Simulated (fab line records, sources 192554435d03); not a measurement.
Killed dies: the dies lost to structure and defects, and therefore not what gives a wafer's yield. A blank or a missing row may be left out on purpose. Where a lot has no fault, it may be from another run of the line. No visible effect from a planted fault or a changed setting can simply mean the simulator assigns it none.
A struck lot beside a sound one / flow n5 finfet / 16 out of 1938 route steps
Sound: these wafers, L223.1, L223.4, L223.6. Wafers L235.3, L235.5, L235.6 were the ones struck. Last of all comes the cause.
Per side, at each step with rows, come the tool, then ch with its chambers, and then its first start. Under that, the readings that differ: sound wafers / struck wafers / difference of the means / sigmas: that difference in standard deviations of wafers without a fault.
alike: readings with means less than 2 such deviations apart, plus words and numbers identical on both sides. not compared: withheld readings, readings lacking a value on some wafer, bounds such as >300 that could conceal the same value, and numbers that have no deviation in the record and whose values overlap.
Wherever a step has rows on one side only, a row that says differs or no value, or a row with sigmas, the two part there. When numbers do not overlap yet have no deviation, they are printed without sigmas and do not part them. A reading missing from all wafers of one side parts the sides only when that side holds two or more wafers.

first, 3 steps without rows for these wafers: N5_DUMMY_GATE_STRIP_38 (strips in N2/H2); N5_DUMMY_GATE_STRIP_39 (strips in N2/H2); N5_DUMMY_GATE_TRIM_49 (chemistry O2, time 29 s, target cd 14 nm).
N5_DUMMY_GATE_STRIP_40: strips in CF4.
  sound on rie diel-02 ch 2,3, day 3 15:58; struck on rie diel-05 ch 0,3, day 6 15:41
  alike: cf4 flow sccm, chamber pressure mTorr, drypump motor current A, oes product au, rf vpp V, showerhead plenum p Torr, throttle valve pct
  not compared: rf hours counter h
N5_DUMMY_GATE_CD_MEAS_50: the cd target is 14 nm.
  struck on cd sem-03, day 6 15:44; sound on cd sem-01, day 3 16:01
  alike: cd nm
N5_DUMMY_GATE_ETCH_31: etches SiO2 in C4F6/O2, target depth 82.5 nm, time 27.5 s.
  sound on rie diel-02 ch 0,2,3, day 3 16:04; struck on rie diel-06 ch 0,1,3, day 6 15:50
  alike: C4F6_flow_sccm, O2_flow_sccm, chamber pressure mTorr, drypump motor current A, oes product au, rf vpp V, showerhead plenum p Torr, throttle valve pct
  not compared: rf hours counter h
N5_DUMMY_GATE_STRIP_41: strips in O2.
  sound on rie diel-02 ch 0,2,3, day 3 16:06; struck on rie diel-06 ch 0,1,3, day 6 15:53
  alike: chamber pressure mTorr, drypump motor current A, oes product au, rf vpp V, showerhead plenum p Torr, throttle valve pct
  not compared: rf hours counter h
N5_DUMMY_GATE_HM_OPEN_21: chemistry CH3F/O2, target SiNx, target depth 120 nm, time 171.4 s.
  sound on rie diel-02 ch 0,2,3, day 3 16:08; struck on rie diel-06 ch 0,1,3, day 6 15:55
  alike: O2_flow_sccm, chamber pressure mTorr, drypump motor current A, oes product au, rf vpp V, showerhead plenum p Torr, throttle valve pct
  not compared: rf hours counter h
then, 2 steps without rows for these wafers: N5_DUMMY_GATE_ETCH_32 (etches SiO2 in CF4, target depth 3.5 nm, time 3.9 s); N5_DUMMY_GATE_ETCH_23 (etches poly-Si in HBr/Cl2/O2, target depth 41 nm, time 22.3 s).
N5_DUMMY_GATE_ETCH_44: etches poly-Si in HBr/O2, stops on SiO2, target depth 127.5 nm.
  sound on rie si-02 ch 0,1, day 3 16:23; struck on rie si-02 ch 1,2, day 6 16:10
  alike: HBr_flow_sccm, O2_flow_sccm, chamber pressure mTorr, drypump motor current A, oes product au, throttle valve pct
  not compared: rf hours counter h
N5_DUMMY_GATE_CD_MEAS_24: the cd target is 15 nm.
  struck on cd sem-02, day 6 16:17; sound on cd sem-02, day 3 16:30
  alike: cd nm
N5_DUMMY_GATE_ETCH_42: etches SiO2 in CHF3/O2, target depth 3.5 nm, time 31 s.
  sound on rie diel-02 ch 2,3, day 3 16:33; struck on rie diel-05 ch 0,1, day 6 16:20
  no value came back on the struck wafers for any of 8 readings (CHF3_flow_sccm (sccm), O2_flow_sccm (sccm) and others); on the sound wafers CHF3_flow_sccm (sccm) reads 49.91 50.20 49.95
  not compared: rf hours counter h
then, 1 step without rows for these wafers: N5_DUMMY_GATE_STRIP_48 (strips in N2/H2, time 20 s).
-- a jump in the record: the struck wafers' starts before and after are 9 days apart (it breaks off in module DUMMY_GATE and resumes in module BEOL_M4, where the first step shown is number 1111 of the route) --
N5_BEOL_M4_RC_MEAS_101:
  sound on prober-01 ch 0, day 11 19:55; struck on prober-01 ch 0, day 15 09:01
  alike: DIBL_N, DIBL_P, IOFF_N, IOFF_P, ION_N, ION_P, SS_N, SS_P, VT_N, VT_P
-- the record jumps here: 5 days lie between the struck wafers' starts before and after (it left off in module BEOL_M4 and takes up again in module PASSIVATION, whose first step shown is number 1936 of the route) --
N5_PASSIVATION_PROBE_49:
  struck on prober-02, day 20 11:42; sound on prober-02, day 16 08:26
  alike: defect limited yield, killed_at_M0_to_M3, killed_at_M4_up, killed at contacts, killed at front end, killed at other, killed dies, killed open, killed short, sort_bin_4_leakage, sort_bin_5_function, sort_bin_6_memory, sort_bin_8_speed, sort n pass, sort yield pct

WHERE THEY PART
Only at N5_DUMMY_GATE_ETCH_42, within this record. Later steps at which nothing parts them and some readings are alike: N5_BEOL_M4_RC_MEAS_101, N5_PASSIVATION_PROBE_49.

WHY: what the simulator had put in
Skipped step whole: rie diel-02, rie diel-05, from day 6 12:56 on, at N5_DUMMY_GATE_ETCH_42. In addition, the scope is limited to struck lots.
